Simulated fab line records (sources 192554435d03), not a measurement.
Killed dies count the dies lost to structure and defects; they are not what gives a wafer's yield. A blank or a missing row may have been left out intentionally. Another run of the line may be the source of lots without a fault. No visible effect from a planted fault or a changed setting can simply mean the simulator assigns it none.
Chamber matching :: flow n5 finfet :: N5_BEOL_M10_PECVD_70 on pecvd-01: 3 sister chambers
The step deposits SiO2 from TEOS/O2, target thk 20 nm, time 22.7 s. 14 wafers are shown with their chamber, then 7 later ones without.

## WAFERS WITH THEIR CHAMBER
wafer: L074.3
chamber: 0
showerhead plenum p Torr (Torr): 8.93
throttle valve pct (%): 24.3
heater power w (W): 853

wafer: L074.4
chamber: 0
showerhead plenum p Torr (Torr): 8.94
throttle valve pct (%): 24.6
heater power w (W): 821

wafer: L074.5
chamber: 1
showerhead plenum p Torr (Torr): 8.83
throttle valve pct (%): 22.3
heater power w (W): 762

wafer: L075.1
chamber: 1
showerhead plenum p Torr (Torr): 8.83
throttle valve pct (%): 22.5
heater power w (W): 713

wafer: L075.2
chamber: 0
showerhead plenum p Torr (Torr): 8.93
throttle valve pct (%): 24.7
heater power w (W): 802

wafer: L075.3
chamber: 2
showerhead plenum p Torr (Torr): 8.83
throttle valve pct (%): 23.6
heater power w (W): 611

wafer: L082.2
chamber: 0
showerhead plenum p Torr (Torr): 8.93
throttle valve pct (%): 24.4
heater power w (W): 841

wafer: L082.3
chamber: 2
showerhead plenum p Torr (Torr): 8.83
throttle valve pct (%): 23.5
heater power w (W): 586

wafer: L082.6
chamber: 1
showerhead plenum p Torr (Torr): 8.83
throttle valve pct (%): 22.7
heater power w (W): 732

wafer: L088.1
chamber: 0
showerhead plenum p Torr (Torr): 8.91
throttle valve pct (%): 24.7
heater power w (W): 888

wafer: L088.4
chamber: 0
showerhead plenum p Torr (Torr): 8.91
throttle valve pct (%): 24.4
heater power w (W): 882

wafer: L088.5
chamber: 2
showerhead plenum p Torr (Torr): 8.83
throttle valve pct (%): 23.7
heater power w (W): 626

wafer: L094.2
chamber: 0
showerhead plenum p Torr (Torr): 8.91
throttle valve pct (%): 24.3
heater power w (W): 714

wafer: L094.4
chamber: 1
showerhead plenum p Torr (Torr): 8.84
throttle valve pct (%): 22.5
heater power w (W): 628

SIGNATURES, as means of the wafers listed above
reading: showerhead plenum p Torr
chamber 0: 8.9229
chamber 1: 8.8325
chamber 2: 8.8300
scatter within a chamber: 0.00962

reading: throttle valve pct
chamber 0: 24.486
chamber 1: 22.500
chamber 2: 23.600
scatter within a chamber: 0.162

reading: heater power w
chamber 0: 828.71
chamber 1: 708.75
chamber 2: 607.67
scatter within a chamber: 53.7
Rule: a wafer's distance from a chamber is the root of the sum, over the readings, of the square of ((its reading less the chamber's mean) divided by the reading's scatter). The wafer belongs to the nearest chamber; if the next one is less than 2 further off, it can't be placed. How the scatter is found: for the shown wafers, subtract from each reading the mean of its chamber, square and add these, divide the total by (wafers less chambers), then take the root.

## WAFERS WITHOUT THEIR CHAMBER
wafer: L094.6
showerhead plenum p Torr (Torr): 8.93
throttle valve pct (%): 24.5
heater power w (W): 732

wafer: L097.1
showerhead plenum p Torr (Torr): 8.92
throttle valve pct (%): 24.4
heater power w (W): 838

wafer: L097.2
showerhead plenum p Torr (Torr): 8.85
throttle valve pct (%): 22.4
heater power w (W): 757

wafer: L097.3
showerhead plenum p Torr (Torr): 8.84
throttle valve pct (%): 23.6
heater power w (W): 672

wafer: L097.4
showerhead plenum p Torr (Torr): 8.91
throttle valve pct (%): 24.5
heater power w (W): 842

wafer: L097.5
showerhead plenum p Torr (Torr): 8.83
throttle valve pct (%): 22.7
heater power w (W): 753

wafer: L097.6
showerhead plenum p Torr (Torr): 8.84
throttle valve pct (%): 23.9
heater power w (W): 683

## WHICH CHAMBER EACH ONE RAN IN
wafer: L094.6
from the rows above: 0
in truth: 0

wafer: L097.1
from the rows above: 0
in truth: 0

wafer: L097.2
from the rows above: 1
in truth: 1

wafer: L097.3
from the rows above: 2
in truth: 2

wafer: L097.4
from the rows above: 0
in truth: 0

wafer: L097.5
from the rows above: 1
in truth: 1

wafer: L097.6
from the rows above: 2
in truth: 2
Correct placement for 7 of the 7. Left unplaced by these rows: 0. Number placed wrongly: 0.
